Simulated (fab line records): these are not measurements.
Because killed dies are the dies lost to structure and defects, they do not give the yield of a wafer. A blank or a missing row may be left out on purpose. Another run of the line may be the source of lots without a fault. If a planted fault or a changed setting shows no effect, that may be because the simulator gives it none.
Which tool is to blame? ; flow n5 finfet ; 9 lots, 26 wafers sampled, at 5 steps of a route of 1938

== WHAT THE GAUGES READ, wafer by wafer ==
N5_FIN_SAQP_OCD_MEAS_76.
lot;measured;on;trench depth nm (nm)
L289;day 2 20:18;ocd-01;117.5 119.5 118.5
L293;day 3 21:25;ocd-01;118.2 116.1 120.6
L294;day 4 02:58;ocd-01;119.1 120.2 118.1
L295;day 4 08:52;ocd-02;118.1 119.2 120.6
L300;day 5 15:38;ocd-02;120.2 118.8 117.1
L301;day 5 21:17;ocd-02;118.8 194.7 118.9
L302;day 6 02:33;ocd-01;119.7 195.8
L306;day 7 03:55;ocd-01;122.1 119.0 118.8
L307;day 7 09:02;ocd-02;119.1 119.5 117.7

== WHICH TOOL RAN EACH LOT (tool, then ch and the chambers of the sampled wafers, then the start) ==
lot;N5_FIN_SAQP_RECESS_63;N5_FIN_SAQP_ETCH_69;N5_FIN_SAQP_ETCH_64;N5_FIN_SAQP_FIN_ETCH_36
L289;vapor etch-01 ch 0,1, day 2 17:58;rie diel-01 ch 1,3, day 2 18:39;rie si-03 ch 0,1,3, day 2 20:04;rie si-03 ch 0,1,3, day 2 20:05
L293;vapor etch-01 ch 0,1, day 3 19:21;rie diel-01 ch 0,2,3, day 3 19:52;rie si-02 ch 0,1,2, day 3 21:11;rie si-02 ch 0,1,2, day 3 21:13
L294;vapor etch-01 ch 0,1, day 4 01:08;rie diel-06 ch 2,3, day 4 01:35;rie si-03 ch 0,1,3, day 4 02:43;rie si-03 ch 0,1,3, day 4 02:44
L295;vapor etch-02 ch 0,1, day 4 06:55;rie diel-05 ch 1,2,3, day 4 07:22;rie si-03 ch 0,1,3, day 4 08:38;rie si-03 ch 0,1,3, day 4 08:39
L300;vapor etch-02 ch 0,1, day 5 13:35;rie diel-01 ch 0,1,2, day 5 14:02;rie si-05 ch 1,2,3, day 5 15:23;rie si-05 ch 1,2,3, day 5 15:25
L301;vapor etch-01 ch 0,1, day 5 19:27;rie diel-06 ch 0,1,2, day 5 19:54;rie si-03 ch 0,1,3, day 5 21:02;rie si-03 ch 0,1,3, day 5 21:04
L302;vapor etch-01 ch 0, day 6 00:40;rie diel-06 ch 2,3, day 6 01:07;rie si-03 ch 2,3, day 6 02:19;rie si-03 ch 2,3, day 6 02:20
L306;vapor etch-01 ch 0,1, day 7 02:11;rie diel-06 ch 1,2,3, day 7 02:31;rie si-05 ch 0,2,3, day 7 03:40;rie si-05 ch 0,2,3, day 7 03:41
L307;vapor etch-02 ch 0,1, day 7 06:55;rie diel-05 ch 0,1, day 7 07:17;rie si-05 ch 0,1,3, day 7 08:47;rie si-05 ch 0,1,3, day 7 08:49
- N5_FIN_SAQP_RECESS_63: chemistry HF/NH3, target SiO2, target depth 18 nm, afs cycles 3, sublimation time 60 s.
- N5_FIN_SAQP_ETCH_69: etches SOC in N2/H2, stops on SiNx, target depth 150 nm.
- N5_FIN_SAQP_ETCH_64: etches SiO2 in CF4, target depth 1.5 nm.
- N5_FIN_SAQP_FIN_ETCH_36: etches the open film in HBr/Cl2/O2, target depth 120 nm, time 50.4 s.

== THE ANSWER, worked out from the rows above alone ==
Rule: the usual values come from the lots themselves. Put in order of their means at a reading, lots are off if they are a third of the lots or fewer, leave a main group of 4 or more, and stand apart from it by a gap of 3 or more times the standard deviation of the main group's means; of several such gaps the widest counts. The tables above print the reading to a certain number of digits; a main group whose means all agree to those digits is not used. A lot without any number at a reading at which 4 lots or more have one is off too. The other lots that the step has rows for count as sound.
Off: L301, L302, at N5_FIN_SAQP_OCD_MEAS_76 (trench depth nm). The main group has a mean of 119.0 nm with a standard deviation of 0.52.
A tool fits if, at a process step before that reading, it ran every lot that is off, and no sound lot after the first of them. Those tools and the gauges at N5_FIN_SAQP_OCD_MEAS_76 are tried in the same way. One candidate fits, namely rie si-03 at N5_FIN_SAQP_ETCH_64 and N5_FIN_SAQP_FIN_ETCH_36. At N5_FIN_SAQP_ETCH_64 its last sound lot is L295 (day 4 08:38), its first lot that is off L301 (day 5 21:02): a fault that began between those two fits.

== WHAT THE SIMULATOR HAD PUT IN ==
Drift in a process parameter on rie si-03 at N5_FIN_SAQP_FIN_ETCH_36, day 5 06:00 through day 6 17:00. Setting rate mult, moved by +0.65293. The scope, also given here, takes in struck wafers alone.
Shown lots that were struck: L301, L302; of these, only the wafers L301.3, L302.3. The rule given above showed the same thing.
